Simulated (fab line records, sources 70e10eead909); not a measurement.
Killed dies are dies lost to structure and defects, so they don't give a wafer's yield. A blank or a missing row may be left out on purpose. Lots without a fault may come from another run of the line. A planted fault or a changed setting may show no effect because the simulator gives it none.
A struck lot beside a sound one | flow nand_harc | 14 steps out of a route of 1302
Sound: wafers L236.3, L236.4, L236.5. Struck: wafer L245.6. (L245.4, L245.5 of the same lot were not struck and are left out.) The cause comes at the end.
At each step with rows: each side's tool, then ch and its chambers, then its first start. Under that, the readings that differ: sound wafers | struck wafers | difference of the means | sigmas: that difference in standard deviations of wafers without a fault.
alike: readings whose means differ by less than 2 such deviations, and words and numbers that are the same on both sides. not compared: withheld readings, readings that some wafer has no value for, bounds like >300 that may hide the same value, and numbers for which the record gives no deviation and whose values overlap.
The two part at a step that has a row with sigmas, a row that says differs or no value, or rows on one side only. Numbers that don't overlap but have no deviation are shown without sigmas and don't part them. A reading that every wafer of one side lacks parts them only if that side has two wafers or more.

NHARC_A_DECK1_JOINT_ETCHBACK_00: etches the open film in HBr, target depth 30 nm, time 17.4 s.
  sound on rie_si-01 ch 0,1,3, day 14 00:45; struck on rie_si-05 ch 3, day 17 15:30
  alike: drypump_motor_current_A, oes_product_au, throttle_valve_pct
  not compared: rf_hours_counter_h
then, 8 steps without rows for these wafers: NHARC_A_DECK1_JOINT_PRECLEAN_30 (cleans in SC1); NHARC_A_DECK1_JOINT_SRD_31; NHARC_A_DECK1_JOINT_CVD_34 (deposits SiNx, target thk 20 nm); NHARC_A_DECK1_JOINT_DEP_06 (deposits SiOx, target thk 80 nm); NHARC_A_DECK1_JOINT_CURE_26 (time 32 s); NHARC_A_DECK1_JOINT_ANNEAL_27 (time 3600 s); NHARC_A_DECK1_JOINT_ANNEAL_28 (time 1800 s); NHARC_A_DECK1_JOINT_ANNEAL_29 (time 1800 s).
NHARC_A_DECK1_JOINT_CMP_02: polishes SiOx.
  sound on cmp-01 ch 0,1,2, day 14 19:42; struck on cmp-04 ch 3, day 18 12:32
  alike: motor_current_A
then, 1 step without rows for these wafers: NHARC_A_DECK1_JOINT_SRD_15.
NHARC_A_DECK1_JOINT_DEP_16: deposits SiO2, target thk 45 nm.
  sound on pecvd-03 ch 0,1, day 14 20:05; struck on pecvd-01 ch 0, day 18 12:58
  alike: heater_power_w, throttle_valve_pct
NHARC_A_DECK1_JOINT_THK_MEAS_17: measures by ellipsometry.
  sound on film_metro-01, day 14 20:19; struck on film_metro-01, day 18 13:10
  reading     | sound          | struck | difference | sigmas
  thk_nm (nm) | 45.5 46.4 43.5 | 39.2   | -5.9       | -6
NHARC_A_DECK1_JOINT_INSPECT_05:
  sound on defect_inspect-01, day 14 20:21; struck on defect_inspect-01, day 18 13:12
  alike: raw_defect_count

WHERE THEY PART
Only at NHARC_A_DECK1_JOINT_THK_MEAS_17, within this record. Later steps at which nothing parts them and some readings are alike: NHARC_A_DECK1_JOINT_INSPECT_05.

WHY: what the simulator had put in
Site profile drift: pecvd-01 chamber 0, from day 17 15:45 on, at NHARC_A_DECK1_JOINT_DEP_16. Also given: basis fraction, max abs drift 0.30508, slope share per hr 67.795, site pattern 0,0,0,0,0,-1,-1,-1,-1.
